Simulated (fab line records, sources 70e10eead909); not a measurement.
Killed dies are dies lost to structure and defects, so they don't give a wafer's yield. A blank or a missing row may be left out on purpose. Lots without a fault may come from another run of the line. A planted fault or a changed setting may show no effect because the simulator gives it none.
Problem report in the 8D (eight disciplines) form, filled by code | flow nand_harc | the parts of the form that need people (team, actions taken, sign-off) are left out

1. THE PROBLEM
heater_power_total_W at NHARC_P_M1_SOFTBAKE_04 reads a mean of 166.71 W on 6 wafers of 2 lots; wafers without a fault read 188.43 W with a standard deviation of 0.13. That is -99 or more standard deviations from the usual mean.
The step: time 55 s.
First seen on wafer L552.1, day 10 11:00, on litho_track-01. The record holds 36 wafers of 12 lots with a number at this step. Rule for "out", or "out of limits": more than 4 standard deviations from the usual mean. The other wafers with a number count as sound.

2. WHAT IT IS AND WHAT IT IS NOT
question                    | is                     | is not
which readings at this step | heater_power_total_W   | -
which lots                  | L552, L553             | L535, L536, L537, L539, L542, L543, L544, L546, L556, L558
which wafers of those lots  | all that have a number | -
read on which tools         | litho_track-01         | litho_track-04, litho_track-06
when                        | from day 10 11:00      | up to then (24 sound wafers); but 6 sound wafers of L556, L558 came after

3. SUSPECTS, AND WHAT RULES EACH OUT
Counting: a tool at a process step up to the reading stays a suspect if it ran every lot that is out and no sound lot after the first of them.
- litho_track-01 at NHARC_P_M1_SOFTBAKE_04 (time 55 s): kept. It ran every lot that is out, first L552 (day 10 11:00), and no sound lot after that; its last sound lot up to then is L546 (day 9 06:00). Its own readings are out on those wafers: heater_power_total_W.
Left after counting: litho_track-01 at NHARC_P_M1_SOFTBAKE_04.

4. THE CAUSE (what the simulator had put in)
Process parameter drift: litho_track-01, from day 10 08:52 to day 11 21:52, at NHARC_P_M1_SOFTBAKE_04. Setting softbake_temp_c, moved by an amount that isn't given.
Counting left only this tool.

5. THE CHAIN OF EFFECTS, in route order
Each row: a reading whose mean over the struck wafers that have a number lies more than 3 standard deviations from the usual. Only readings for which the record gives a usual standard deviation are gone through. hours: the time from each lot's start at the first step in this table that gives one to its start at this step, as a median over the lots. sigmas: the change in usual standard deviations.
hours | step                   | reading              | usual    | on struck wafers | change | sigmas
0     | NHARC_P_M1_SOFTBAKE_04 | heater_power_total_W | 188.43 W | 166.71           | -21.72 | -99 or more
The process steps in it:
- NHARC_P_M1_SOFTBAKE_04: time 55 s.
Later measuring or inspecting steps at which every struck wafer that the step has a row for has a number for every such reading, and none has moved that far: NHARC_END_SORT_01.

6. WHAT WOULD HAVE CAUGHT IT SOONER
In this record the first reading out of limits was taken at day 10 11:00, 2 hours after the fault began at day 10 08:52.
